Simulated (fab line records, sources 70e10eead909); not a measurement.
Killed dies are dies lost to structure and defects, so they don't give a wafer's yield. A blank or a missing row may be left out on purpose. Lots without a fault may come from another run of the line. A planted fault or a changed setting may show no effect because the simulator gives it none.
Problem report in the 8D (eight disciplines) form, filled by code | flow nand_harc | the parts of the form that need people (team, actions taken, sign-off) are left out

1. THE PROBLEM
killed_at_array at NHARC_END_SORT_01 reads a mean of 149 on 6 wafers of 2 lots; wafers without a fault read 54 with a standard deviation of 16. That is +5.9 standard deviations from the usual mean.
First seen on wafer L615.1, day 28 14:43, on prober-01. The record holds 33 wafers of 11 lots with a number at this step. Rule for "out", or "out of limits": more than 4 standard deviations from the usual mean. The other wafers with a number count as sound.

2. WHAT IT IS AND WHAT IT IS NOT
question                    | is                           | is not
which readings at this step | killed_at_array, killed_dies | killed_at_other, killed_at_periphery, killed_open, killed_short
which lots                  | L615, L619                   | L606, L607, L608, L612, L617, L623, L624, L626, L627
which wafers of those lots  | all that have a number       | -
read on which gauges        | prober-01                    | prober-02
when                        | from day 28 14:43            | up to then (12 sound wafers); but 15 sound wafers of L617, L623, L624, L626, L627 came after

3. SUSPECTS, AND WHAT RULES EACH OUT
Counting: a tool at a process step up to the reading stays a suspect if it ran every lot that is out and no sound lot after the first of them.
- the gauge at NHARC_END_SORT_01: kept. All the wafers that are out were read on prober-01, and no step on other tools shows them out.
- ald_hk-04 at NHARC_A_CHANNEL_FILL_D2_ALD_16 (deposits SiO2, target thk 1.5 nm, pulse time 10 s, ald cycles 15): ruled out as a lasting fault. Sound lots L626 ran on it after its first lot that is out, L615 (day 18 12:04).
- plasma_asher-01 at NHARC_THIN_TSV_STRIP_56 (strips in O2): ruled out as a lasting fault. Sound lots L617, L623 ran on it after its first lot that is out, L615 (day 28 06:49).
Left after counting: prober-01 at NHARC_END_SORT_01.

4. THE CAUSE (what the simulator had put in)
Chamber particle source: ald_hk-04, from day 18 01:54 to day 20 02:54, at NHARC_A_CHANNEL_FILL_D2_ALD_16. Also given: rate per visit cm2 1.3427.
Counting ruled it out, wrongly: the rule takes a fault to strike every lot that its tool runs from its start on, and this one did not.

5. THE CHAIN OF EFFECTS, in route order
Each row: a reading whose mean over the struck wafers that have a number lies more than 3 standard deviations from the usual. Only readings for which the record gives a usual standard deviation are gone through. hours: the time from each lot's start at the first step in this table that gives one to its start at this step, as a median over the lots. sigmas: the change in usual standard deviations.
hours | step              | reading         | usual | on struck wafers | change | sigmas
0     | NHARC_END_SORT_01 | killed_at_array | 54    | 149              | +95    | +5.9
0     | NHARC_END_SORT_01 | killed_dies     | 58    | 154              | +96    | +6.0

6. WHAT WOULD HAVE CAUGHT IT SOONER
In this record the first reading out of limits at a measuring or inspecting step was taken at day 28 14:43, 253 hours after the fault began at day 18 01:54.
Of the tool readings at NHARC_A_CHANNEL_FILL_D2_ALD_16 for which the record gives a usual standard deviation, none was out on any struck wafer, so an alarm limit of 4 standard deviations on them would not have fired.
